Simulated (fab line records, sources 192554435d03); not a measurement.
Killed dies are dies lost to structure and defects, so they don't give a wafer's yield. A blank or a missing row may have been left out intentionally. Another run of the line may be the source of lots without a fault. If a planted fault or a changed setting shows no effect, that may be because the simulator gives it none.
Split-lot study -- flow n5 finfet -- 21 wafers read across 7 lots, on a route 1938 steps long

## ON THE SPLIT
At N5_BEOL_M10_VIA_ETCH_34 (etches SiCOH lowk in C4F6/O2, target depth 184.5 nm, time 69.2 s), the setting time s was moved away from the recipe's 69.2 s on 6 of the 21 wafers read, by -20.1% to +7.7%. For the rest of the wafers, this setting stayed at what the recipe calls for.

The split's own step is where the reading is taken.

## THE READING
SOC_of_BEOL_M10_COAT_63.thk nm (the simulator's own value, which no gauge read), in nm, at N5_BEOL_M10_VIA_ETCH_34 (etches SiCOH lowk in C4F6/O2, target depth 184.5 nm, time 69.2 s). No usual value for it is given in the file. Here, 15 wafers ran the recipe; their average is 92.1 nm with a standard deviation of 0.27 nm.

wafer,"tool, chamber at the split","time s as run, s",against the recipe,"SOC_of_BEOL_M10_COAT_63.thk nm, nm",against lot-mates on the recipe
L074.2,"rie diel-02, 2",69.2,recipe,92,-
L074.3,"rie diel-02, 3",69.2,recipe,92.4,-
L074.5,"rie diel-02, 2",69.2,recipe,91.8,-
L076.1,"rie diel-02, 3",69.2,recipe,92.2,-
L076.4,"rie diel-02, 1",55.29,-20.1%,94,+1.7
L076.6,"rie diel-02, 0",69.2,recipe,92.4,-
L077.1,"rie diel-06, 2",69.2,recipe,92,-
L077.4,"rie diel-06, 0",62.82,-9.2%,92.8,+1.0
L077.6,"rie diel-06, 3",69.2,recipe,91.6,-
L081.3,"rie diel-05, 3",60.95,-11.9%,92.2,+0.6
L081.4,"rie diel-05, 0",60.95,-11.9%,92.6,+1.0
L081.5,"rie diel-05, 1",69.2,recipe,91.6,-
L092.1,"rie diel-05, 3",69.2,recipe,92,-
L092.4,"rie diel-05, 0",69.2,recipe,92.4,-
L092.6,"rie diel-05, 1",69.2,recipe,92,-
L094.2,"rie diel-06, 2",74.52,+7.7%,91.4,-0.6
L094.5,"rie diel-06, 0",74.52,+7.7%,91.4,-0.6
L094.6,"rie diel-06, 3",69.2,recipe,92,-
L097.1,"rie diel-05, 2",69.2,recipe,92.4,-
L097.3,"rie diel-05, 0",69.2,recipe,92.2,-
L097.5,"rie diel-05, 0",69.2,recipe,92.4,-

FIT RESULTS
A straight line over all 21 wafers: SOC_of_BEOL_M10_COAT_63.thk nm changes by -0.0723 nm for each +1% of time s; r = -0.83; the points scatter about the line by 0.33 nm.
The same after taking each lot's own level away (the mean of its wafers on the recipe; 21 wafers): -0.0803 nm for each +1%; r = -0.95; scatter 0.18 nm.
On that fit, the largest move of time s shifts the reading by 1.6 nm.
The lots' own levels span 91.60 to 92.33 nm, that is 2.7 times the standard deviation above.
So the lot-to-lot level changes the slope little: the two slopes agree.
Check: +1.55 nm against its lot-mates is what the line predicts for one of the wafers moved furthest among these (-20.1%) when that wafer is left out of the fit. Against them it came out at +1.7 nm.

## THESE WAFERS: OTHER SPLITS
Before the reading, these wafers also passed through other splits. Each is held against what the fit with the lots' levels taken away leaves over:
other split on the same wafers,wafers away from the commonest value,r with SOC_of_BEOL_M10_COAT_63.thk nm (lot level and that fit taken away)
N5_BEOL_M7_ETCH_41 source w,8,+0.06
N5_BEOL_M8_ETCH_65 source w,9,-0.03
N5_BEOL_M8_TRENCH_ETCH_37 source w,7,+0.26
N5_BEOL_M9_TRENCH_ETCH_37 bias w,4,-0.18

## THE WHOLE CHAIN: every reading that the file lists as answering this split, in the file's order
step,what it does,reading,change (the file's fit),r (the file's)
N5_BEOL_M10_VIA_ETCH_34,"etches SiCOH lowk in C4F6/O2, target depth 184.5 nm, time 69.2 s","etch.depth nm (the simulator's own value, which no gauge read)",+1.87 nm for each +1% of the setting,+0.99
N5_BEOL_M10_VIA_ETCH_34,"etches SiCOH lowk in C4F6/O2, target depth 184.5 nm, time 69.2 s","SOC_of_BEOL_M10_COAT_63.thk nm (the simulator's own value, which no gauge read)",-0.0834 nm for each +1% of the setting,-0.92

## THE FILE'S OWN FIT
SOC_of_BEOL_M10_COAT_63.thk nm changes by -0.0834 nm for each +1% of time s, r = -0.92.
